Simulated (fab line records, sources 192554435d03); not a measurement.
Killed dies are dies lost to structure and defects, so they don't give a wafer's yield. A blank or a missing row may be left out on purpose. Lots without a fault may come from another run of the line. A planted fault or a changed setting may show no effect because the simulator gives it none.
Which tool did it? | flow n5_finfet | 24 lots, 72 wafers sampled, at 3 steps of a route of 1938

WHAT THE GAUGES READ, wafer by wafer
N5_GATE_CUT_INSPECT_26: inspects for defects (darkfield).
lot  | measured     | on                | raw_defect_count
L074 | day 4 23:55  | defect_inspect-02 | 16 47 32
L075 | day 5 06:01  | defect_inspect-02 | 35 28 23
L076 | day 5 10:12  | defect_inspect-01 | 30 30 27
L077 | day 5 12:56  | defect_inspect-01 | 27 47 53
L078 | day 5 17:13  | defect_inspect-02 | 13 19 24
L079 | day 6 00:55  | defect_inspect-02 | 14 19 33
L080 | day 6 06:33  | defect_inspect-01 | 67 29 54
L081 | day 6 14:19  | defect_inspect-02 | 23 33 41
L082 | day 6 20:04  | defect_inspect-02 | 25 18 39
L083 | day 7 04:56  | defect_inspect-01 | 30 26 25
L084 | day 7 14:04  | defect_inspect-01 | 48 64 45
L085 | day 7 18:16  | defect_inspect-02 | 22 24 49
L086 | day 7 21:20  | defect_inspect-02 | 43 50 67
L087 | day 8 01:58  | defect_inspect-01 | 18 41 19
L088 | day 8 05:18  | defect_inspect-02 | 47 60 35
L089 | day 8 12:11  | defect_inspect-02 | 35 22 28
L090 | day 8 13:37  | defect_inspect-02 | 48 42 64
L091 | day 9 00:58  | defect_inspect-01 | 57 28 59
L092 | day 9 08:03  | defect_inspect-01 | 50 41 35
L093 | day 9 09:11  | defect_inspect-02 | 64 38 50
L094 | day 9 16:56  | defect_inspect-02 | 31 15 26
L095 | day 9 20:27  | defect_inspect-01 | 48 35 41
L096 | day 10 00:40 | defect_inspect-02 | 28 31 35
L097 | day 10 10:08 | defect_inspect-02 | 55 38 41

N5_MOL_CONTACT_COAG_INSPECT_10: inspects for defects (brightfield).
lot  | measured     | on                | raw_defect_count
L074 | day 5 00:26  | defect_inspect-01 | 50 78 81
L075 | day 5 06:32  | defect_inspect-02 | 50 65 44
L076 | day 5 10:43  | defect_inspect-01 | 56 68 46
L077 | day 5 13:28  | defect_inspect-01 | 46 101 75
L078 | day 5 17:44  | defect_inspect-01 | 36 51 59
L079 | day 6 01:19  | defect_inspect-01 | 30 51 55
L080 | day 6 06:56  | defect_inspect-02 | 83 52 67
L081 | day 6 14:50  | defect_inspect-01 | 49 82 100
L082 | day 6 20:27  | defect_inspect-02 | 43 28 59
L083 | day 7 05:27  | defect_inspect-01 | 48 46 66
L084 | day 7 14:27  | defect_inspect-02 | 75 93 67
L085 | day 7 18:38  | defect_inspect-02 | 45 41 92
L086 | day 7 21:44  | defect_inspect-02 | 67 101 102
L087 | day 8 02:28  | defect_inspect-02 | 33 53 25
L088 | day 8 05:41  | defect_inspect-02 | 84 116 60
L089 | day 8 12:41  | defect_inspect-01 | 62 51 69
L090 | day 8 14:15  | defect_inspect-02 | 100 83 105
L091 | day 9 01:28  | defect_inspect-02 | 68 53 101
L092 | day 9 08:28  | defect_inspect-01 | 102 68 67
L093 | day 9 09:34  | defect_inspect-01 | 122 74 95
L094 | day 9 17:26  | defect_inspect-02 | 60 29 52
L095 | day 9 20:50  | defect_inspect-01 | 89 75 79
L096 | day 10 01:04 | defect_inspect-01 | 59 56 69
L097 | day 10 10:32 | defect_inspect-01 | 104 77 99

WHICH TOOL RAN EACH LOT (tool, then ch and the chambers of the sampled wafers, then the start)
lot  | N5_GATE_CUT_VAPOR_ETCH_51
L074 | rie_metal-01 ch 0,1, day 4 17:47
L075 | rie_metal-02 ch 0,1, day 4 22:55
L076 | rie_metal-03 ch 0,1, day 5 05:45
L077 | rie_metal-02 ch 0,1, day 5 09:29
L078 | rie_metal-03 ch 0,1, day 5 14:29
L079 | rie_metal-02 ch 0,1, day 5 22:12
L080 | rie_metal-03 ch 1, day 6 03:49
L081 | rie_metal-01 ch 0,1, day 6 11:35
L082 | rie_metal-01 ch 0,1, day 6 17:20
L083 | rie_metal-02 ch 0,1, day 7 02:13
L084 | rie_metal-02 ch 0,1, day 7 11:14
L085 | rie_metal-01 ch 0, day 7 15:28
L086 | rie_metal-03 ch 0,1, day 7 18:19
L087 | rie_metal-02 ch 0,1, day 7 22:35
L088 | rie_metal-03 ch 0,1, day 8 02:34
L089 | rie_metal-01 ch 1, day 8 09:26
L090 | rie_metal-02 ch 0,1, day 8 10:53
L091 | rie_metal-01 ch 0,1, day 8 20:09
L092 | rie_metal-03 ch 0,1, day 9 05:19
L093 | rie_metal-02 ch 0,1, day 9 06:27
L094 | rie_metal-02 ch 0,1, day 9 13:26
L095 | rie_metal-02 ch 0,1, day 9 17:08
L096 | rie_metal-03 ch 0,1, day 9 21:56
L097 | rie_metal-03 ch 0,1, day 10 07:25
- N5_GATE_CUT_VAPOR_ETCH_51: etches HfO2 in BCl3/Cl2.

WHAT THE TOOLS THEMSELVES READ (means of the sampled wafers that have a number; where no wafer has one, the mark that the record gives instead)
N5_GATE_CUT_VAPOR_ETCH_51.
lot  | tool         | drypump_motor_current_A (A) | oes_product_au (a.u.)
L074 | rie_metal-01 | 5.3                         | 0.66
L075 | rie_metal-02 | 5.9                         | 0.91
L076 | rie_metal-03 | 6.0                         | 0.71
L077 | rie_metal-02 | 5.9                         | 0.89
L078 | rie_metal-03 | 6.0                         | 0.79
L079 | rie_metal-02 | 5.7                         | 0.79
L080 | rie_metal-03 | 6.0                         | 0.63
L081 | rie_metal-01 | 5.6                         | 0.67
L082 | rie_metal-01 | 5.7                         | 0.66
L083 | rie_metal-02 | 5.7                         | 0.78
L084 | rie_metal-02 | 5.9                         | 0.87
L085 | rie_metal-01 | 4.9                         | 0.63
L086 | rie_metal-03 | 6.0                         | 0.70
L087 | rie_metal-02 | 5.9                         | 0.86
L088 | rie_metal-03 | 6.0                         | 0.70
L089 | rie_metal-01 | 6.0                         | 0.68
L090 | rie_metal-02 | 5.9                         | 0.85
L091 | rie_metal-01 | 5.3                         | 0.64
L092 | rie_metal-03 | 6.0                         | 0.70
L093 | rie_metal-02 | 5.9                         | 0.84
L094 | rie_metal-02 | 5.7                         | 0.76
L095 | rie_metal-02 | 5.7                         | 0.75
L096 | rie_metal-03 | 6.0                         | 0.69
L097 | rie_metal-03 | 6.0                         | 0.69

THE ANSWER, worked out from the rows above alone
Rule: what is usual is taken from the lots themselves. Put in order of their means at a reading, lots are off if they are a third of the lots or fewer, leave a main group of 4 or more, and stand apart from it by a gap of 3 or more times the standard deviation of the main group's means; of several such gaps the widest counts. A main group whose means are all the same, to the digits that the tables above print for the reading, isn't used. A lot without any number at a reading at which 4 lots or more have one is off too. The other lots that the step has rows for count as sound. The gauges are gone through in route order, then the tools' own readings, and for those a lot's mean is taken as printed above. The first step at which some lot is off is used, and at that step the reading that is off furthest; a lot without a number counts as furthest.
No lot is off at any reading shown: from this, nothing can be told.

WHAT THE SIMULATOR HAD PUT IN
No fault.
